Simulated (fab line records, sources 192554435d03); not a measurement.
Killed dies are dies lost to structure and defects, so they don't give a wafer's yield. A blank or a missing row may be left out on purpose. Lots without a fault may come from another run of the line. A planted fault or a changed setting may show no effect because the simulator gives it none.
A struck lot beside a sound one | flow n5_finfet | 29 steps out of a route of 1938
Sound: wafers L714.2, L714.3, L714.5. Struck: wafers L726.1, L726.2, L726.6. The cause comes at the end.
At each step with rows: each side's tool, then ch and its chambers, then its first start. Under that, the readings that differ: sound wafers | struck wafers | difference of the means | sigmas: that difference in standard deviations of wafers without a fault.
alike: readings whose means differ by less than 2 such deviations, and words and numbers that are the same on both sides. not compared: withheld readings, readings that some wafer has no value for, bounds like >300 that may hide the same value, and numbers for which the record gives no deviation and whose values overlap.
The two part at a step that has a row with sigmas, a row that says differs or no value, or rows on one side only. Numbers that don't overlap but have no deviation are shown without sigmas and don't part them. A reading that every wafer of one side lacks parts them only if that side has two wafers or more.

first, 8 steps without rows for these wafers: N5_MOL_CONTACT_COAG_ANNEAL_112 (time 1800 s); N5_BEOL_M0_SAQP_PECVD_00 (deposits SiCN from 3MS/NH3, target thk 8 nm, time 14 s); N5_BEOL_M0_SAQP_ILD_DEP_01 (deposits SiOC from DEMS/O2, target thk 45.419 nm, time 8.7 s); N5_BEOL_M0_SAQP_HM_DEP_02 (deposits TiN, target thk 12 nm); N5_BEOL_M0_SAQP_PECVD_03 (deposits SiCN from 3MS/NH3, target thk 12 nm, time 21.1 s); N5_BEOL_M0_SAQP_PECVD_96 (deposits a-Si from SiH4/He, target thk 45 nm, time 45.2 s); N5_BEOL_M0_SAQP_PECVD_97 (deposits SiNx from SiH4/NH3/N2, target thk 23 nm, time 19.9 s); N5_BEOL_M0_SAQP_PECVD_04 (deposits a-Si from SiH4/He, target thk 60 nm, time 60.2 s).
N5_BEOL_M0_SAQP_HM_DEP_111: deposits SiO2 from SiH4/N2O, target thk 12 nm, time 7.2 s.
  sound on pecvd-01 ch 0,1,2, day 7 22:40; struck on pecvd-02 ch 0,1, day 10 17:07
  reading                                           | sound          | struck         | difference | sigmas
  showerhead_plenum_p_Torr (Torr)                   | 8.07 7.97 7.81 | 8.25 8.23 8.25 | +0.29      | +2
  model.SiO2_of_BEOL_M0_SAQP_HM_DEP_111.thk_nm (nm) | 11.8 12 12     | 12.4 12.4 12.4 | +0.5       |
  alike: heater_power_w
then, 12 steps without rows for these wafers: N5_BEOL_M0_SAQP_COAT_81 (time 60 s, resist thk 100 nm); N5_BEOL_M0_SAQP_COAT_82 (time 60 s, resist thk 30 nm); N5_BEOL_M0_SAQP_COAT_08 (resist thk 90 nm); N5_BEOL_M0_SAQP_EBR_10; N5_BEOL_M0_SAQP_SOFTBAKE_09 (time 60 s); N5_BEOL_M0_SAQP_EXPOSE_11 (exposes mask M0 CORE, target cd 42 nm); N5_BEOL_M0_SAQP_PEB_12 (peb time 60 s); N5_BEOL_M0_SAQP_DEVELOP_13 (develop time 30 s); N5_BEOL_M0_SAQP_DESCUM_19 (chemistry O2, time 7.9 s); N5_BEOL_M0_SAQP_ETCH_83 (etches SiARC in CF4, target depth 39 nm, time 65 s); N5_BEOL_M0_SAQP_ETCH_84 (etches SOC in N2/H2, target depth 100 nm, overetch 20 nm, time 150 s); N5_BEOL_M0_SAQP_STRIP_80 (strips in N2/H2).
N5_BEOL_M0_SAQP_HM_OPEN_112: chemistry CHF3/O2, target SiO2, stops on a-Si, target depth 12 nm, time 13.5 s.
  sound on rie_diel-06 ch 0,1, day 7 23:23; struck on rie_diel-01 ch 0,3, day 10 17:52
  reading                  | sound             | struck            | difference | sigmas
  model.etch.depth_nm (nm) | 11.82 11.94 11.91 | 12.33 12.42 12.44 | +0.51      |
  alike: drypump_motor_current_A, oes_ar_750_au, oes_product_au, rf_vpp_V, showerhead_plenum_p_Torr, throttle_valve_pct
  not compared: rf_hours_counter_h
then, 3 steps without rows for these wafers: N5_BEOL_M0_SAQP_STRIP_113 (strips in CHF3/O2); N5_BEOL_M0_SAQP_MANDREL_ETCH_20 (etches a-Si in HBr/Cl2, stops on SiNx, target depth 60 nm, bt time 10 s, time 30 s); N5_BEOL_M0_SAQP_STRIP_86 (strips in N2/H2).
N5_BEOL_M0_SAQP_STRIP_115: strips in post etch residue remover, time 60 s.
  sound on wet_bench-04 ch 2,5,6, day 7 23:38; struck on wet_bench-02 ch 4,6,7, day 10 18:07
  reading                                           | sound          | struck         | difference | sigmas
  model.SiO2_of_BEOL_M0_SAQP_HM_DEP_111.thk_nm (nm) | 11.8 11.8 11.8 | 12.2 12.4 12.4 | +0.5       |
  alike: temp_c
then, 1 step without rows for these wafers: N5_BEOL_M0_SAQP_SRD_93 (time 30 s).
-- the record jumps here: 3 days lie between the struck wafers' starts before and after (it left off in module BEOL_M0_SAQP and takes up again in module BEOL_M4, whose first step shown is number 1111 of the route) --
N5_BEOL_M4_RC_MEAS_101:
  sound on prober-02 ch 0, day 10 15:18; struck on prober-01 ch 0, day 13 09:58
  reading        | sound          | struck         | difference | sigmas
  IOFF_N (nA/um) | 0.16 0.19 0.23 | 0.14 0.10 0.14 | -0.07      | -2
  IOFF_P (nA/um) | 0.22 0.24 0.26 | 0.18 0.13 0.17 | -0.08      | -2
  VT_N (mV)      | 247 248 246    | 251 259 252    | +7         | +2
  VT_P (mV)      | -247 -247 -245 | -254 -258 -255 | -9         | -3
  alike: DIBL_N, DIBL_P, ION_N, ION_P, SS_N, SS_P
N5_PASSIVATION_PROBE_49:
  the record has rows for the sound wafers here (prober-01, day 14 19:51) and none for the struck ones

WHERE THEY PART
First at N5_BEOL_M0_SAQP_HM_DEP_111; last, within this record, at N5_PASSIVATION_PROBE_49.

WHY: what the simulator had put in
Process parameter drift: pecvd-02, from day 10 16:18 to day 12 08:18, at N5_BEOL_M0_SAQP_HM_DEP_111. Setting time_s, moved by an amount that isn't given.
